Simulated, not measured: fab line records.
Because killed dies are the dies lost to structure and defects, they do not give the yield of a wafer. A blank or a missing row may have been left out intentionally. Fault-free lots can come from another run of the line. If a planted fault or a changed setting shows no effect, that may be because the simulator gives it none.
Matching of chambers -- flow n5_finfet -- N5_BEOL_M8_CURE_74 on uv_cure-01: 3 sister chambers
The step cures SiCOH lowk, time 240 s. 6 wafers are shown with their chamber, then 7 later ones without.

WAFERS WITH THEIR CHAMBER
wafer,chamber,lamp_power_pct (%),wafer_temp_C_max
L082.2,2,52.29,386.8
L082.4,2,52.34,386.0
L088.2,0,52.21,387.1
L088.4,0,52.23,386.5
L092.1,1,52.40,386.6
L092.2,1,52.33,386.7

WAFERS WHOSE CHAMBER IS MISSING
wafer,lamp_power_pct (%),wafer_temp_C_max
L092.3,52.32,386.4
L090.1,52.31,386.2
L090.4,52.19,386.7
L090.6,52.23,386.7
L097.3,52.32,386.1
L097.4,52.31,386.3
L097.5,52.28,386.3

CHAMBER TAKEN BY EACH
wafer,from the rows above,in truth
L092.3,can't be placed: 2 or 1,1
L090.1,can't be placed: 2 or 1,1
L090.4,0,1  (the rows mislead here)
L090.6,0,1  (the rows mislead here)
L097.3,can't be placed: 2 or 1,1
L097.4,can't be placed: 2 or 1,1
L097.5,can't be placed: 2 or 0 or 1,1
Placed correctly: 0 of 7. From these rows, 5 cannot be placed; in 5 the true chamber is one of the candidates. Placed wrongly: 2.
How it was worked out, from the rows above alone: a wafer's distance from a chamber is the root of the sum, over the readings, of the square of ((its reading less the chamber's mean) divided by the reading's scatter). The wafer belongs to the nearest chamber; if the next one is less than 2 further off, it can't be placed. Each chamber's mean is taken over the wafers shown for it. The scatter: take each reading less its chamber's mean, square it, sum over the shown wafers, divide by the number of wafers less the number of chambers, and take the root.
